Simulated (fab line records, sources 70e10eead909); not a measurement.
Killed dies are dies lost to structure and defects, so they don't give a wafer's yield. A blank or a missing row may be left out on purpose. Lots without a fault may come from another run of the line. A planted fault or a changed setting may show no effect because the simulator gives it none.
Which tool did it? | flow nand_harc | 13 lots, 39 wafers sampled, at 4 steps of a route of 1302

WHAT THE GAUGES READ, wafer by wafer
NHARC_P_ZERO_WELL_CD_MEAS_24: target cd 720 nm. Usual: cd_nm 720.2 nm, standard deviation 2.
lot  | measured     | on        | cd_nm (nm)        | flag
L999 | day 1 22:27  | cd_sem-01 | 718.4 719.0 716.4 |
L103 | day 3 14:28  | cd_sem-03 | 719.0 718.0 718.8 |
L104 | day 4 00:20  | cd_sem-03 | 717.6 716.7 720.3 |
L106 | day 4 20:28  | cd_sem-02 | 721.3 720.7 720.2 |
L107 | day 5 06:37  | cd_sem-02 | 723.4 720.8 724.3 |
L108 | day 5 16:27  | cd_sem-01 | 721.1 723.1 722.0 |
L110 | day 6 12:28  | cd_sem-02 | 717.8 722.9 719.5 |
L111 | day 6 22:20  | cd_sem-02 | 716.2 722.2 720.6 |
L112 | day 7 08:29  | cd_sem-03 | 723.4 722.9 719.7 |
L113 | day 7 18:41  | cd_sem-02 | - - -             | OFF
L114 | day 8 04:44  | cd_sem-01 | 719.5 718.5 719.5 |
L117 | day 9 10:31  | cd_sem-03 | 717.4 718.1 721.4 |
L122 | day 11 12:20 | cd_sem-03 | 719.3 716.9 719.0 |

NHARC_P_ZERO_WELL_CD_MEAS_52: target cd 2000 nm. Usual: cd_nm 2000.7 nm, standard deviation 2.5.
lot  | measured     | on        | cd_nm (nm)           | flag
L999 | day 2 01:44  | cd_sem-02 | 1996.5 2001.5 1996.5 |
L103 | day 3 17:40  | cd_sem-01 | 2004.4 1999.4 2001.6 |
L104 | day 4 03:42  | cd_sem-03 | 1999.4 2002.5 1999.3 |
L106 | day 4 23:31  | cd_sem-01 | 2002.5 2005.9 2003.3 |
L107 | day 5 09:45  | cd_sem-03 | 2001.9 2001.6 2003.2 |
L108 | day 5 19:37  | cd_sem-01 | 2000.0 2003.2 2003.3 |
L110 | day 6 15:40  | cd_sem-03 | 2003.4 1999.6 1997.7 |
L111 | day 7 01:29  | cd_sem-01 | 1999.8 1999.1 2002.1 |
L112 | day 7 11:31  | cd_sem-01 | 2000.8 1999.1 2000.2 |
L113 | day 7 22:19  | cd_sem-03 | 2002.8 2004.8 2005.6 |
L114 | day 8 08:04  | cd_sem-02 | 2002.7 2002.1 2004.6 |
L117 | day 9 13:33  | cd_sem-02 | 2005.3 2004.6 1999.5 |
L122 | day 11 15:31 | cd_sem-03 | 1998.0 2000.3 1999.2 |

WHICH TOOL RAN EACH LOT (tool, then ch and the chambers of the sampled wafers, then the start)
lot  | NHARC_P_ZERO_WELL_EXPOSE_21       | NHARC_P_ZERO_WELL_DESCUM_26
L999 | krf_scanner-04 ch 0, day 1 22:17  | rie_diel-13 ch 0,2,3, day 1 22:37
L103 | krf_scanner-02 ch 0, day 3 14:19  | rie_diel-13 ch 1,2,3, day 3 14:38
L104 | krf_scanner-02 ch 0, day 4 00:11  | rie_diel-03 ch 0,1,2, day 4 00:31
L106 | krf_scanner-02 ch 0, day 4 20:19  | rie_diel-03 ch 1,3, day 4 20:38
L107 | krf_scanner-02 ch 0, day 5 06:28  | rie_diel-02 ch 0,3, day 5 06:46
L108 | krf_scanner-04 ch 0, day 5 16:17  | rie_diel-02 ch 2,3, day 5 16:37
L110 | krf_scanner-02 ch 0, day 6 12:19  | rie_diel-02 ch 0,2, day 6 12:40
L111 | krf_scanner-02 ch 0, day 6 22:11  | rie_diel-02 ch 1,2,3, day 6 22:31
L112 | krf_scanner-02 ch 0, day 7 08:19  | rie_diel-02 ch 0,3, day 7 08:39
L113 | krf_scanner-04 ch 0, day 7 18:32  | rie_diel-13 ch 0,1,2, day 7 18:50
L114 | krf_scanner-01 ch 0, day 8 04:35  | rie_diel-02 ch 1,2, day 8 04:58
L117 | krf_scanner-01 ch 0, day 9 10:21  | rie_diel-03 ch 0,3, day 9 10:40
L122 | krf_scanner-02 ch 0, day 11 12:11 | rie_diel-02 ch 0,1,3, day 11 12:29
- NHARC_P_ZERO_WELL_EXPOSE_21: exposes mask P NWELL, target cd 720 nm.
- NHARC_P_ZERO_WELL_DESCUM_26: chemistry O2, time 3 s.

WHAT THE TOOLS THEMSELVES READ (means of the sampled wafers that have a number; where no wafer has one, the mark that the record gives instead)
NHARC_P_ZERO_WELL_EXPOSE_21. Usual: reticle_temp_C 23.00 C, standard deviation 0.1.
lot  | tool           | reticle_temp_C (C) | flag
L999 | krf_scanner-04 | 23.00              |
L103 | krf_scanner-02 | 23.09              |
L104 | krf_scanner-02 | 23.11              |
L106 | krf_scanner-02 | 23.05              |
L107 | krf_scanner-02 | 22.99              |
L108 | krf_scanner-04 | 23.16              |
L110 | krf_scanner-02 | 23.01              |
L111 | krf_scanner-02 | 22.97              |
L112 | krf_scanner-02 | 23.06              |
L113 | krf_scanner-04 | 23.00              |
L114 | krf_scanner-01 | 22.99              |
L117 | krf_scanner-01 | 23.04              |
L122 | krf_scanner-02 | 22.88              |

NHARC_P_ZERO_WELL_DESCUM_26. Usual: drypump_motor_current_A 5.9 A, standard deviation 0.31; oes_product_au 0.998 a.u., standard deviation 0.011; rf_vpp_V 57.8 V, standard deviation 0.85; showerhead_plenum_p_Torr 1.92 Torr, standard deviation 0.085; throttle_valve_pct 11.311 %, standard deviation 0.0094.
lot  | tool        | drypump_motor_current_A (A) | oes_product_au (a.u.) | rf_vpp_V (V) | showerhead_plenum_p_Torr (Torr) | throttle_valve_pct (%) | flag
L999 | rie_diel-13 | 6.1                         | 0.994                 | 57.1         | 1.92                            | 11.310                 |
L103 | rie_diel-13 | 6.1                         | 0.998                 | 57.7         | 1.93                            | 11.313                 |
L104 | rie_diel-03 | 6.0                         | 0.997                 | 57.6         | 1.94                            | 11.312                 |
L106 | rie_diel-03 | 5.9                         | 0.977                 | 58.5         | 2.05                            | 11.313                 |
L107 | rie_diel-02 | 5.6                         | 1.002                 | 57.4         | 1.87                            | 11.303                 |
L108 | rie_diel-02 | 5.7                         | 0.997                 | 57.1         | 1.85                            | 11.319                 |
L110 | rie_diel-02 | 5.6                         | 0.986                 | 56.6         | 1.83                            | 11.301                 |
L111 | rie_diel-02 | 5.8                         | 1.002                 | 58.3         | 1.92                            | 11.316                 |
L112 | rie_diel-02 | 5.7                         | 1.003                 | 57.0         | 1.86                            | 11.313                 |
L113 | rie_diel-13 | 5.7                         | 0.989                 | 58.5         | 1.89                            | 11.307                 |
L114 | rie_diel-02 | 5.8                         | 1.002                 | 57.6         | 1.90                            | 11.315                 |
L117 | rie_diel-03 | 5.8                         | 1.014                 | 58.2         | 1.97                            | 11.301                 |
L122 | rie_diel-02 | 5.8                         | 0.995                 | 58.0         | 1.92                            | 11.307                 |

THE ANSWER, worked out from the rows above alone
Rule: a lot is off if the mean of its wafers that have a number lies more than 3 standard deviations from the usual mean. A lot without any number at a reading at which 4 lots or more have one is off too. The other lots that the step has rows for count as sound. The gauges are gone through in route order, then the tools' own readings, and for those a lot's mean is taken as printed above. The first step at which some lot is off is used, and at that step the reading that is off furthest; a lot without a number counts as furthest.
Off: L113, at NHARC_P_ZERO_WELL_CD_MEAS_24 (cd_nm). Without a number there: L113.
A tool fits if, at a process step before that reading, it ran every lot that is off, and no sound lot after the first of them. The gauges at NHARC_P_ZERO_WELL_CD_MEAS_24 are tried like those tools. Can't be told from this: 2 tools fit, krf_scanner-04 at NHARC_P_ZERO_WELL_EXPOSE_21, cd_sem-02 at NHARC_P_ZERO_WELL_CD_MEAS_24.

WHAT THE SIMULATOR HAD PUT IN
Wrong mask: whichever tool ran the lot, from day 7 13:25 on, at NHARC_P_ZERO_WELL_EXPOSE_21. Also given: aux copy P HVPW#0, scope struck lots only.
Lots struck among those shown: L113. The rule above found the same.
